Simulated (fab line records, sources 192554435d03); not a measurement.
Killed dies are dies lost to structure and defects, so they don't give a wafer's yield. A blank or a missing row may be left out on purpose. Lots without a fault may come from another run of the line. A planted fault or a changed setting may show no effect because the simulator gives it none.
Split-lot experiment | flow n5_finfet | 7 lots, 39 wafers read, on a route of 1938 steps

THE SPLIT
At N5_BEOL_M12_TRENCH_ETCH_34 (etches SiOC in C4F8/O2/Ar, target depth 318.95 nm, time 125.5 s), the setting time_s was moved away from the recipe's 125.5 s on 12 of the 39 wafers read, by -29.8% to +43.0%. The other wafers ran this setting at the recipe's value.

FROM THE SPLIT TO THE READING: what the file shows between them, 10 steps
- N5_BEOL_M12_STRIP_70: strips in C4F8/O2/Ar
- N5_BEOL_M12_OCD_MEAS_35
- N5_BEOL_M12_STRIP_37: strips in N2/H2
- N5_BEOL_M12_ETCH_38: etches SiCN in CF4/N2, target depth 68.7 nm, time 73.4 s
- N5_BEOL_M12_ECD_47: material Cu, target thk 720 nm
- N5_BEOL_M12_ANNEAL_48: time 90 s
- N5_BEOL_M12_CMP_49: polishes, stops on SiOC, t overpolish 20.6 s, target thk 320 nm
- N5_BEOL_M12_THK_MEAS_50: measures by xrf
- N5_BEOL_M12_PRE_CLEAN_52: time 15 s
- N5_BEOL_M12_DEP_53: deposits SiCN from 3MS/NH3, target thk 30 nm, time 10.5 s

THE READING
M12_RS, in ohm/sq, at N5_BEOL_M12_RS_MEAS_54 (measures by four-point-probe). Fault-free wafers of this fab line usually give 0.0603 ohm/sq, standard deviation 0.0012 ohm/sq.

wafer  | tool, chamber at the split | time_s as run, s | against the recipe | M12_RS, ohm/sq | against lot-mates on the recipe
L077.1 | rie_diel-04, 0             | 125.5            | recipe             | 0.0600         | -
L077.2 | rie_diel-04, 2             | 125.5            | recipe             | 0.0617         | -
L077.3 | rie_diel-04, 1             | 125.5            | recipe             | 0.0600         | -
L077.4 | rie_diel-04, 0             | 125.5            | recipe             | 0.0607         | -
L077.5 | rie_diel-04, 2             | 125.5            | recipe             | 0.0620         | -
L077.6 | rie_diel-04, 1             | 125.5            | recipe             | 0.0600         | -
L080.1 | rie_diel-04, 1             | 125.5            | recipe             | 0.0601         | -
L080.2 | rie_diel-04, 2             | 125.5            | recipe             | 0.0619         | -
L080.3 | rie_diel-04, 3             | 125.5            | recipe             | 0.0590         | -
L080.4 | rie_diel-04, 0             | 125.5            | recipe             | 0.0617         | -
L080.5 | rie_diel-04, 3             | 125.5            | recipe             | 0.0587         | -
L080.6 | rie_diel-04, 2             | 125.5            | recipe             | 0.0622         | -
L085.1 | rie_diel-04, 0             | 88.12            | -29.8%             | 0.0857         | +0.0265
L085.2 | rie_diel-04, 3             | 125.5            | recipe             | 0.0578         | -
L085.3 | rie_diel-04, 2             | 88.12            | -29.8%             | 0.0889         | +0.0297
L085.4 | rie_diel-04, 1             | 88.12            | -29.8%             | 0.0874         | +0.0282
L085.5 | rie_diel-04, 3             | 125.5            | recipe             | 0.0584         | -
L085.6 | rie_diel-04, 2             | 125.5            | recipe             | 0.0614         | -
L089.1 | rie_diel-04, 2             | 125.5            | recipe             | 0.0604         | -
L089.2 | rie_diel-04, 3             | 125.5            | recipe             | 0.0582         | -
L089.6 | rie_diel-04, 1             | 125.5            | recipe             | 0.0590         | -
L091.1 | rie_diel-05, 3             | 125.5            | recipe             | 0.0613         | -
L091.2 | rie_diel-05, 2             | 179.5            | +43.0%             | 0.0422         | -0.0179
L091.3 | rie_diel-05, 1             | 179.5            | +43.0%             | 0.0416         | -0.0185
L091.4 | rie_diel-05, 0             | 125.5            | recipe             | 0.0599         | -
L091.5 | rie_diel-05, 1             | 125.5            | recipe             | 0.0592         | -
L091.6 | rie_diel-05, 2             | 179.5            | +43.0%             | 0.0417         | -0.0184
L092.1 | rie_diel-04, 3             | 168.9            | +34.6%             | 0.0441         | -0.0156
L092.2 | rie_diel-04, 2             | 168.9            | +34.6%             | 0.0453         | -0.0144
L092.3 | rie_diel-04, 0             | 125.5            | recipe             | 0.0605         | -
L092.4 | rie_diel-04, 1             | 168.9            | +34.6%             | 0.0441         | -0.0156
L092.5 | rie_diel-04, 0             | 125.5            | recipe             | 0.0596         | -
L092.6 | rie_diel-04, 3             | 125.5            | recipe             | 0.0591         | -
L097.1 | rie_diel-01, 0             | 101.1            | -19.4%             | 0.0740         | +0.0131
L097.2 | rie_diel-01, 2             | 125.5            | recipe             | 0.0600         | -
L097.3 | rie_diel-01, 3             | 125.5            | recipe             | 0.0623         | -
L097.4 | rie_diel-01, 2             | 125.5            | recipe             | 0.0604         | -
L097.5 | rie_diel-01, 3             | 101.1            | -19.4%             | 0.0786         | +0.0177
L097.6 | rie_diel-01, 0             | 101.1            | -19.4%             | 0.0739         | +0.0130

THE FIT
A straight line over all 39 wafers: M12_RS changes by -0.000578 ohm/sq for each +1% of time_s; r = -0.95; the points scatter about the line by 0.0035 ohm/sq.
The same after taking each lot's own level away (the mean of its wafers on the recipe; 39 wafers): -0.000578 ohm/sq for each +1%; r = -0.95; scatter 0.0036 ohm/sq.
On that fit, the largest move of time_s shifts the reading by 0.025 ohm/sq.
The lots' own levels span 0.05920 to 0.06090 ohm/sq, that is 1.4 times the standard deviation above.
So the lot-to-lot level changes the slope little: the two slopes agree.
Check: with one of the wafers moved furthest among these (+43.0%) left out of the fit, the line predicts -0.0238 ohm/sq for it against its lot-mates. It came out at -0.0179 ohm/sq against them.

THE WHOLE CHAIN: every reading that the file lists as answering this split, in the file's order
step                       | what it does                                                    | reading                                                                       | change (the file's fit)               | r (the file's)
N5_BEOL_M12_TRENCH_ETCH_34 | etches SiOC in C4F8/O2/Ar, target depth 318.95 nm, time 125.5 s | etch.depth_nm (the simulator's own value, which no gauge read)                | +3.14 nm for each +1% of the setting  | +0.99
N5_BEOL_M12_OCD_MEAS_35    |                                                                 | trench_depth_nm                                                               | +3.14 nm for each +1% of the setting  | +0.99
N5_BEOL_M12_CMP_49         | polishes, stops on SiOC, t overpolish 20.6 s, target thk 320 nm | Cu_of_BEOL_M12_ECD_47.thk_nm (the simulator's own value, which no gauge read) | +3.14 nm for each +1% of the setting  | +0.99
N5_BEOL_M12_THK_MEAS_50    | measures by xrf                                                 | M12_THK                                                                       | +3.2 for each +1% of the setting      | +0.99
N5_BEOL_M12_RS_MEAS_54     | measures by four-point-probe                                    | M12_RS                                                                        | -0.000565 for each +1% of the setting | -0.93

THE FILE'S OWN FIT
M12_RS changes by -0.000565 ohm/sq for each +1% of time_s, r = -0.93.
